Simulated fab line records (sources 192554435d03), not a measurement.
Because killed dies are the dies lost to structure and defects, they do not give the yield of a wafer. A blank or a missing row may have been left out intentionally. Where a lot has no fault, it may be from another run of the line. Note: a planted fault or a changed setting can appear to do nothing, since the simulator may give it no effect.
Which tool was responsible? ; flow n5Finfet ; Sampling: 9 lots, 27 wafers, 5 of 1938 route steps

== WHAT THE GAUGES READ, wafer by wafer ==
The record lacks any reading of a measuring or inspecting step that a usual standard deviation could be used to judge.

== TOOL THAT RAN EACH LOT (tool first, then ch and the chambers of the sampled wafers, then the start) ==
lot;N5_BEOL_M15_DESCUM_33;N5_BEOL_M15_TRENCH_ETCH_34;N5_BEOL_M15_STRIP_36;N5_BEOL_M15_STRIP_37;N5_PASSIVATION_PROBE_49
L877;rieDiel-01 ch 1,2,3, day 10 23:16;rieDiel-01 ch 1,2,3, day 10 23:22;rieDiel-01 ch 1,2,3, day 11 01:04;rieDiel-01 ch 1,2,3, day 11 16:28 or earlier;prober-02, day 11 16:28
L881;rieDiel-03 ch 1,2, day 12 04:28;rieDiel-03 ch 1,2, day 12 04:33;rieDiel-01 ch 2,3, day 12 05:38;rieDiel-01 ch 2,3, no start;-
L883;rieDiel-01 ch 1,3, day 13 00:14;rieDiel-01 ch 1,3, day 13 00:19;rieDiel-03 ch 0,1, day 13 00:33;rieDiel-03 ch 0,1, day 13 17:06 or earlier;prober-02, day 13 17:06
L890;rieDiel-01 ch 0,1,3, day 15 11:00;rieDiel-01 ch 0,1,3, day 15 11:05;rieDiel-01 ch 0,1,2, day 15 12:19;rieDiel-01 ch 0,1,2, day 16 06:44 or earlier;prober-02, day 16 06:44
L892;rieDiel-04 ch 0,1,2, day 15 19:31;rieDiel-04 ch 0,1,2, day 15 19:37;rieDiel-04 ch 1,2, day 15 21:28;rieDiel-04 ch 1,2, day 16 13:59 or earlier;prober-02, day 16 13:59
L895;rieDiel-04 ch 1,2,3, day 16 12:41;rieDiel-04 ch 1,2,3, day 16 12:46;rieDiel-03 ch 0,1,3, day 16 13:31;rieDiel-03 ch 0,1,3, no start;-
L896;rieDiel-04 ch 0,1,3, day 16 13:17;rieDiel-04 ch 0,1,3, day 16 13:22;rieDiel-01 ch 0,1,2, day 16 13:45;rieDiel-01 ch 0,1,2, day 17 06:51 or earlier;prober-02, day 17 06:51
L894;rieDiel-01 ch 0,3, day 16 13:59;rieDiel-01 ch 0,3, day 16 14:05;rieDiel-01 ch 0,2,3, day 16 14:19;rieDiel-01 ch 0,2,3, no start;-
L898;rieDiel-04 ch 0,1,3, day 17 02:22;rieDiel-04 ch 0,1,3, day 17 02:27;rieDiel-04 ch 0,2,3, day 17 04:25;rieDiel-04 ch 0,2,3, no start;-
- N5_BEOL_M15_DESCUM_33: chemistry O2, time 7.9 s.
- N5_BEOL_M15_TRENCH_ETCH_34: etches SiO2 in C4F8/O2/Ar, target depth 872.93 nm, time 199 s.
- N5_BEOL_M15_STRIP_36: strips in O2.
- N5_BEOL_M15_STRIP_37: strips in O2.
- N5_PASSIVATION_PROBE_49

== WHAT THE TOOLS THEMSELVES READ (means of the sampled wafers that have a number; where no wafer has one, the mark that the record gives instead) ==
N5_BEOL_M15_DESCUM_33. Usual: drypumpMotorCurrentA 5.6 A, standard deviation 0.44; oesProductAu 0.82 a.u., standard deviation 0.086; rfVppV 242.7 V, standard deviation 1.4; showerheadPlenumPTorr 2.06 Torr, standard deviation 0.076; tempC 39.99 C, standard deviation 0.12; throttleValvePct 20.19 %, standard deviation 0.21.
lot;tool;drypumpMotorCurrentA (A);oesProductAu (a.u.);rfVppV (V);showerheadPlenumPTorr (Torr);tempC (C);throttleValvePct (%);flag
L877;rieDiel-01;5.5;0.77;242.0;2.07;39.99;20.23;
L881;rieDiel-03;5.8;0.89;243.1;2.13;39.99;20.36;
L883;rieDiel-01;5.7;0.78;242.8;2.07;40.02;20.17;
L890;rieDiel-01;5.4;0.79;242.5;2.07;40.01;20.17;
L892;rieDiel-04;5.9;0.81;241.5;2.02;40.02;20.22;
L895;rieDiel-04;5.7;0.82;243.6;2.08;40.08;20.09;
L896;rieDiel-04;5.5;0.86;242.8;2.06;40.02;20.20;
L894;rieDiel-01;5.4;0.75;243.3;2.11;39.96;20.21;
L898;rieDiel-04;5.5;0.84;241.9;2.06;39.83;20.21;

N5_BEOL_M15_TRENCH_ETCH_34. Usual: C4F8_flow_sccm 16.00 sccm, standard deviation 0.045; biasW 2040 W, standard deviation 6.1; drypumpMotorCurrentA 5.6 A, standard deviation 0.44; oesProductAu 0.82 a.u., standard deviation 0.087; rfVppV 2219 V, standard deviation 41; showerheadPlenumPTorr 3.40 Torr, standard deviation 0.12; throttleValvePct 30.71 %, standard deviation 0.22.
lot;tool;C4F8_flow_sccm (sccm);biasW (W);drypumpMotorCurrentA (A);oesProductAu (a.u.);rfVppV (V);showerheadPlenumPTorr (Torr);throttleValvePct (%);flag
L877;rieDiel-01;16.00;2038;5.5;0.78;2223;3.42;30.73;
L881;rieDiel-03;15.94;2038;5.9;0.90;2267;3.50;30.93;
L883;rieDiel-01;16.01;2042;5.7;0.79;2200;3.42;30.75;
L890;rieDiel-01;16.00;2170;5.5;0.79;2302;3.43;30.75;OFF
L892;rieDiel-04;16.02;2035;5.9;0.81;2210;3.33;30.70;
L895;rieDiel-04;15.99;2039;5.7;0.83;2210;3.43;30.61;
L896;rieDiel-04;16.00;2042;5.5;0.86;2204;3.38;30.66;
L894;rieDiel-01;16.05;2291;5.4;0.77;2428;3.49;30.77;OFF
L898;rieDiel-04;16.00;2044;5.6;0.85;2204;3.38;30.65;

N5_BEOL_M15_STRIP_36. Usual: drypumpMotorCurrentA 5.6 A, standard deviation 0.42; oesProductAu 0.82 a.u., standard deviation 0.084; rfVppV 3.7 V, standard deviation 0.99; showerheadPlenumPTorr 2.06 Torr, standard deviation 0.076; tempC 60.00 C, standard deviation 0.11; throttleValvePct 16.47 %, standard deviation 0.19.
lot;tool;drypumpMotorCurrentA (A);oesProductAu (a.u.);rfVppV (V);showerheadPlenumPTorr (Torr);tempC (C);throttleValvePct (%);flag
L877;rieDiel-01;5.5;0.78;3.1;2.07;59.96;16.52;
L881;rieDiel-01;5.3;0.75;3.2;2.07;60.03;16.61;
L883;rieDiel-03;6.1;0.94;3.4;2.07;59.96;16.26;
L890;rieDiel-01;5.3;0.79;4.1;2.03;59.99;16.51;
L892;rieDiel-04;5.8;0.75;2.7;1.98;60.01;16.46;
L895;rieDiel-03;6.0;0.89;4.5;2.07;60.09;16.44;
L896;rieDiel-01;5.3;0.78;3.7;2.02;59.97;16.54;
L894;rieDiel-01;5.2;0.75;3.9;2.07;60.00;16.57;
L898;rieDiel-04;5.7;0.88;3.6;2.13;60.17;16.34;

N5_BEOL_M15_STRIP_37. Usual: drypumpMotorCurrentA 5.6 A, standard deviation 0.42; oesProductAu 0.82 a.u., standard deviation 0.084; rfVppV 3.7 V, standard deviation 0.63; showerheadPlenumPTorr 2.06 Torr, standard deviation 0.076; tempC 60.00 C, standard deviation 0.12; throttleValvePct 16.47 %, standard deviation 0.18.
lot;tool;drypumpMotorCurrentA (A);oesProductAu (a.u.);rfVppV (V);showerheadPlenumPTorr (Torr);tempC (C);throttleValvePct (%);flag
L877;rieDiel-01;5.5;0.77;3.4;2.07;59.83;16.52;
L881;rieDiel-01;5.3;0.75;3.5;2.07;60.11;16.60;
L883;rieDiel-03;6.1;0.95;4.4;2.07;60.03;16.28;
L890;rieDiel-01;5.3;0.80;3.7;2.03;59.97;16.52;
L892;rieDiel-04;5.9;0.75;3.8;1.98;60.00;16.49;
L895;rieDiel-03;6.0;0.87;3.9;2.07;60.02;16.45;
L896;rieDiel-01;5.3;0.78;3.7;2.02;59.99;16.51;
L894;rieDiel-01;5.2;0.77;3.5;2.07;60.08;16.57;
L898;rieDiel-04;5.7;0.87;3.6;2.13;60.06;16.36;

N5_PASSIVATION_PROBE_49. Usual: defectLimitedYield 91.2 %, standard deviation 1.6; killed_at_M0_to_M3 34, standard deviation 11; killed_at_M4_up 14, standard deviation 5.7; killedAtContacts 14, standard deviation 6.6; killedAtFrontEnd 37, standard deviation 10; killedAtOther 4, standard deviation 3.2; killedDies 104, standard deviation 19; killedOnRim 14, standard deviation 4.1; killedOpen 69, standard deviation 13; killedShort 33, standard deviation 8.7; sort_bin_5_function 5.1 %, standard deviation 1; sort_bin_6_memory 3.3 %, standard deviation 0.76; sort_bin_8_speed 0.00 %, standard deviation 0.016; sortNPass 1076, standard deviation 19; sortYieldPct 91.2 %, standard deviation 1.6.
lot;tool;defectLimitedYield (%);killed_at_M0_to_M3;killed_at_M4_up;killedAtContacts;killedAtFrontEnd;killedAtOther;killedDies;killedOnRim;killedOpen;killedShort;sort_bin_5_function (%);sort_bin_6_memory (%);sort_bin_8_speed (%);sortNPass;sortYieldPct (%);flag
L877;prober-02;90.7;42;14;20;31;3;110;17;71;35;5.7;3.1;0.03;1070;90.7;
L883;prober-02;91.8;40;10;9;32;5;96;15;70;26;4.9;2.9;0.00;1084;91.8;
L890;prober-02;89.6;51;21;10;38;3;123;14;77;46;5.9;4.1;0.00;1057;89.6;
L892;prober-02;91.0;35;12;11;47;2;106;15;71;34;5.3;3.2;0.00;1074;91.0;
L896;prober-02;91.2;20;24;25;28;7;104;18;75;27;5.3;2.9;0.00;1076;91.2;

== THE ANSWER, worked out from the rows above alone ==
Rule: a lot counts as off when the mean over its wafers that have a number is more than 3 standard deviations away from the usual mean. A lot without any number at a reading at which 4 lots or more have one is off too. Any other lot the step has rows for is counted as sound. After the gauges, taken in route order, come the tools' own readings; for these a lot's mean is taken, as printed above. The first step at which some lot is off is used, and at that step the reading that is off furthest; a lot without a number counts as furthest.
Off: L890, L894, at N5_BEOL_M15_TRENCH_ETCH_34 (biasW).
A tool fits if, at that step or a process step before it, it ran every lot that is off, and no sound lot after the first of them. One fits: N5_BEOL_M15_DESCUM_33 and N5_BEOL_M15_TRENCH_ETCH_34 on rieDiel-01. At N5_BEOL_M15_DESCUM_33 its last sound lot is L883 (day 13 00:14), its first lot that is off L890 (day 15 11:00): a fault that began between those two fits.

== WHAT THE SIMULATOR HAD PUT IN ==
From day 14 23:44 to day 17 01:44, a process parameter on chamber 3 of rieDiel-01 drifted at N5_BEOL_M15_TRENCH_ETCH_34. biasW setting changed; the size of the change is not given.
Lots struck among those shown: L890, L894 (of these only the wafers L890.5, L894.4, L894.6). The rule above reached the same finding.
